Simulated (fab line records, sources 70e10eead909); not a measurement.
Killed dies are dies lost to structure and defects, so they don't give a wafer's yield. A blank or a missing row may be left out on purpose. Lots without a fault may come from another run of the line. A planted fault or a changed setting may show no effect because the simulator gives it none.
Chamber matching | flow nand_harc | NHARC_A_CONTACT_ETCH_88 on rie_diel-06: 4 sister chambers
The step etches the open film in CF4, target depth 39 nm, time 65 s. 22 wafers are shown with their chamber, then 11 later ones without.

WAFERS WITH THEIR CHAMBER
wafer  | chamber | showerhead_plenum_p_Torr (Torr) | drypump_motor_current_A (A) | rf_vpp_V (V)
L077.1 | 3       | 1.84                            | 5.9                         | 152.9
L077.4 | 0       | 1.80                            | 6.7                         | 152.0
L077.6 | 2       | 1.67                            | 5.3                         | 151.1
L075.1 | 0       | 1.80                            | 6.7                         | 151.5
L075.2 | 3       | 1.84                            | 5.9                         | 154.0
L075.5 | 2       | 1.67                            | 5.3                         | 151.0
L079.4 | 1       | 1.87                            | 5.0                         | 151.7
L079.5 | 2       | 1.67                            | 5.3                         | 148.7
L079.6 | 1       | 1.87                            | 5.0                         | 153.8
L084.2 | 2       | 1.67                            | 5.3                         | 150.1
L084.4 | 3       | 1.84                            | 5.9                         | 152.9
L084.5 | 1       | 1.87                            | 5.0                         | 151.4
L087.1 | 2       | 1.67                            | 5.3                         | 148.3
L087.2 | 1       | 1.87                            | 5.0                         | 152.8
L087.6 | 3       | 1.84                            | 5.8                         | 151.6
L088.1 | 1       | 1.87                            | 5.0                         | 153.5
L088.2 | 2       | 1.67                            | 5.3                         | 148.9
L088.4 | 3       | 1.84                            | 5.9                         | 153.1
L085.1 | 3       | 1.84                            | 5.9                         | 151.2
L085.2 | 0       | 1.80                            | 6.7                         | 151.8
L085.6 | 2       | 1.67                            | 5.3                         | 149.0
L091.4 | 2       | 1.66                            | 5.3                         | 148.9

SIGNATURES (means of the wafers above)
reading                  | chamber 0 | chamber 1 | chamber 2 | chamber 3 | scatter within a chamber
showerhead_plenum_p_Torr | 1.8000    | 1.8700    | 1.6687    | 1.8400    | 0.0022
drypump_motor_current_A  | 6.700     | 5.000     | 5.300     | 5.883     | 0.0215
rf_vpp_V                 | 151.767   | 152.640   | 149.500   | 152.617   | 1.01
Rule: a wafer's distance from a chamber is the root of the sum, over the readings, of the square of ((its reading less the chamber's mean) divided by the reading's scatter). The wafer belongs to the nearest chamber; if the next one is less than 2 further off, it can't be placed. The scatter: the root of (the sum of the squares of (reading less its chamber's mean) over the shown wafers, divided by (wafers less chambers)).

WAFERS WITHOUT THEIR CHAMBER
wafer  | showerhead_plenum_p_Torr (Torr) | drypump_motor_current_A (A) | rf_vpp_V (V)
L091.5 | 1.67                            | 5.3                         | 150.5
L091.6 | 1.87                            | 5.0                         | 152.3
L094.1 | 1.66                            | 5.3                         | 149.0
L094.3 | 1.84                            | 5.8                         | 152.3
L094.6 | 1.84                            | 5.9                         | 151.3
L086.1 | 1.79                            | 6.7                         | 151.9
L086.3 | 1.84                            | 5.9                         | 153.7
L086.5 | 1.66                            | 5.3                         | 150.6
L097.1 | 1.84                            | 5.9                         | 151.5
L097.2 | 1.87                            | 5.0                         | 152.0
L097.6 | 1.83                            | 5.9                         | 152.0

WHICH CHAMBER EACH WENT THROUGH
wafer  | from the rows above | in truth
L091.5 | 2                   | 2
L091.6 | 1                   | 1
L094.1 | 2                   | 2
L094.3 | 3                   | 3
L094.6 | 3                   | 3
L086.1 | 0                   | 0
L086.3 | 3                   | 3
L086.5 | 2                   | 2
L097.1 | 3                   | 3
L097.2 | 1                   | 1
L097.6 | 3                   | 3
Placed correctly: 11 of 11. Can't be placed from these rows: 0. Placed wrongly: 0.
